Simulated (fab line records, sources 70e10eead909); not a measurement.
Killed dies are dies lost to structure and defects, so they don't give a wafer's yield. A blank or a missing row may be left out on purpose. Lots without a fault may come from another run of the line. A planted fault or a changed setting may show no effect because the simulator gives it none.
Chamber matching | flow nand_harc | NHARC_P_BONDPAD_ACTIVATE_29 on rie_diel-02: 4 sister chambers
The step chemistry N2, time 60 s. 4 wafers are shown with their chamber, then 10 later ones without.

WAFERS WITH THEIR CHAMBER
wafer  | chamber | drypump_motor_current_A (A)
L079.6 | 0       | 6.4
L087.6 | 3       | 6.0
L089.1 | 2       | 5.5
L089.2 | 1       | 6.0

WAFERS WITHOUT THEIR CHAMBER
wafer  | drypump_motor_current_A (A)
L089.5 | 6.0
L090.3 | 6.0
L090.4 | 5.5
L090.6 | 6.0
L094.1 | 6.5
L094.2 | 6.1
L094.6 | 6.5
L097.1 | 6.0
L097.3 | 6.5
L097.6 | 6.0

WHICH CHAMBER EACH WENT THROUGH
wafer  | from the rows above     | in truth
L089.5 | can't be placed: 1 or 3 | 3
L090.3 | can't be placed: 1 or 3 | 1
L090.4 | 2                       | 2
L090.6 | can't be placed: 1 or 3 | 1
L094.1 | 0                       | 0
L094.2 | can't be placed: 1 or 3 | 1
L094.6 | 0                       | 0
L097.1 | can't be placed: 1 or 3 | 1
L097.3 | 0                       | 0
L097.6 | can't be placed: 1 or 3 | 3
Placed correctly: 4 of 10. Can't be placed from these rows: 6 (the true chamber is among the candidates in 6). Placed wrongly: 0.
How it was worked out, from the rows above alone: a wafer's distance from a chamber is the root of the sum, over the readings, of the square of ((its reading less the chamber's mean) divided by the reading's scatter). The wafer belongs to the nearest chamber; if the next one is less than 2 further off, it can't be placed. A chamber's mean is the mean of its shown wafers. The scatter: with one shown wafer a chamber, the root of the mean of the squares of how far each hidden wafer lies from its nearest shown one.
